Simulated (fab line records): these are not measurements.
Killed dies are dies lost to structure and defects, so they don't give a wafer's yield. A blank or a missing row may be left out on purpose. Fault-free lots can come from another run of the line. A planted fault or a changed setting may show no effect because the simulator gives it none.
Split-lot experiment | flow n5-finfet | on a route of 1938 steps: 7 lots, 21 wafers read

== SPLIT DETAILS ==
At N5_BEOL_M15_TRENCH_ETCH_34 (etches SiO2 in C4F8/O2/Ar, target depth 872.93 nm, time 199 s), the setting time-s was moved away from the recipe's 199 s on 3 of the 21 wafers read, by -11.1% to +11.1%. This setting was run at the recipe's value on the other wafers.

Reading taken at the split's own step.

== THE READING ==
coat_of_BEOL_M15_COAT_22.thk-nm (the simulator's own value, which no gauge read), in nm, at N5_BEOL_M15_TRENCH_ETCH_34 (etches SiO2 in C4F8/O2/Ar, target depth 872.93 nm, time 199 s). No usual value for it is given in the file. Across the 18 wafers here that went through the recipe, the average is 543.0 nm and the standard deviation 4.6 nm.

wafer  | tool, chamber at the split | time-s as run, s | against the recipe | coat_of_BEOL_M15_COAT_22.thk-nm, nm | against lot-mates on the recipe
L075.4 | rie-diel-04, 2             | 199              | recipe             | 543                                 | -
L075.5 | rie-diel-04, 3             | 221.1            | +11.1%             | 517.4                               | -25.7
L075.6 | rie-diel-04, 0             | 199              | recipe             | 543.2                               | -
L080.2 | rie-diel-05, 3             | 199              | recipe             | 554.4                               | -
L080.4 | rie-diel-05, 0             | 199              | recipe             | 550.2                               | -
L080.6 | rie-diel-05, 3             | 199              | recipe             | 551.8                               | -
L087.1 | rie-diel-04, 1             | 199              | recipe             | 542.2                               | -
L087.2 | rie-diel-04, 3             | 199              | recipe             | 541.6                               | -
L087.5 | rie-diel-04, 3             | 199              | recipe             | 539.6                               | -
L092.2 | rie-diel-02, 1             | 199              | recipe             | 541.4                               | -
L092.3 | rie-diel-02, 3             | 199              | recipe             | 540                                 | -
L092.4 | rie-diel-02, 0             | 199              | recipe             | 538.4                               | -
L091.1 | rie-diel-02, 2             | 199              | recipe             | 546                                 | -
L091.3 | rie-diel-02, 0             | 177              | -11.1%             | 558.6                               | +12.6
L091.5 | rie-diel-02, 0             | 177              | -11.1%             | 558.4                               | +12.4
L096.1 | rie-diel-05, 3             | 199              | recipe             | 540                                 | -
L096.2 | rie-diel-05, 0             | 199              | recipe             | 540.6                               | -
L096.5 | rie-diel-05, 1             | 199              | recipe             | 537.6                               | -
L095.1 | rie-diel-05, 0             | 199              | recipe             | 540.6                               | -
L095.4 | rie-diel-05, 3             | 199              | recipe             | 539.8                               | -
L095.6 | rie-diel-05, 3             | 199              | recipe             | 543.8                               | -

FIT RESULTS
A straight line over all 21 wafers: coat_of_BEOL_M15_COAT_22.thk-nm changes by -1.72 nm for each +1% of time-s; r = -0.84; the points scatter about the line by 4.8 nm.
The same after taking each lot's own level away (the mean of its wafers on the recipe; 21 wafers): -1.55 nm for each +1%; r = -0.93; scatter 2.6 nm.
Per that fit: largest time-s move, reading shift of 17 nm.
Measured against the standard deviation above, the lots' own levels, which go from 539.40 to 552.13 nm, span 2.8 times it.
So the lot-to-lot level changes the slope: the two fits differ.
Check: for one of the wafers moved furthest among these (+11.1%), held out of the fit, the line's prediction against its lot-mates is -12.6 nm. Against them it came out at -25.7 nm.

== THE OTHER SPLITS THESE WAFERS WENT THROUGH ==
These wafers also went through other splits before the reading. Each is held against what the fit with the lots' levels taken away leaves over:
other split on the same wafers | wafers away from the commonest value | r with coat_of_BEOL_M15_COAT_22.thk-nm (lot level and that fit taken away)
N5_BEOL_M14_PEB_26 peb-temp-c  | 7                                    | -0.24
N5_BEOL_M14_DEP_53 time-s      | 7                                    | +0.03
N5_BEOL_M15_ILD_DEP_00 time-s  | 2                                    | -0.01

== THE WHOLE CHAIN: every reading that the file lists as answering this split, in the file's order ==
step                       | what it does                                                  | reading                                                                          | change (the file's fit)              | r (the file's)
N5_BEOL_M15_TRENCH_ETCH_34 | etches SiO2 in C4F8/O2/Ar, target depth 872.93 nm, time 199 s | etch.depth-nm (the simulator's own value, which no gauge read)                   | +8.51 nm for each +1% of the setting | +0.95
N5_BEOL_M15_TRENCH_ETCH_34 | etches SiO2 in C4F8/O2/Ar, target depth 872.93 nm, time 199 s | coat_of_BEOL_M15_COAT_22.thk-nm (the simulator's own value, which no gauge read) | -1.73 nm for each +1% of the setting | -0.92

== FILE'S OWN FIT ==
coat_of_BEOL_M15_COAT_22.thk-nm changes by -1.73 nm for each +1% of time-s, r = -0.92.
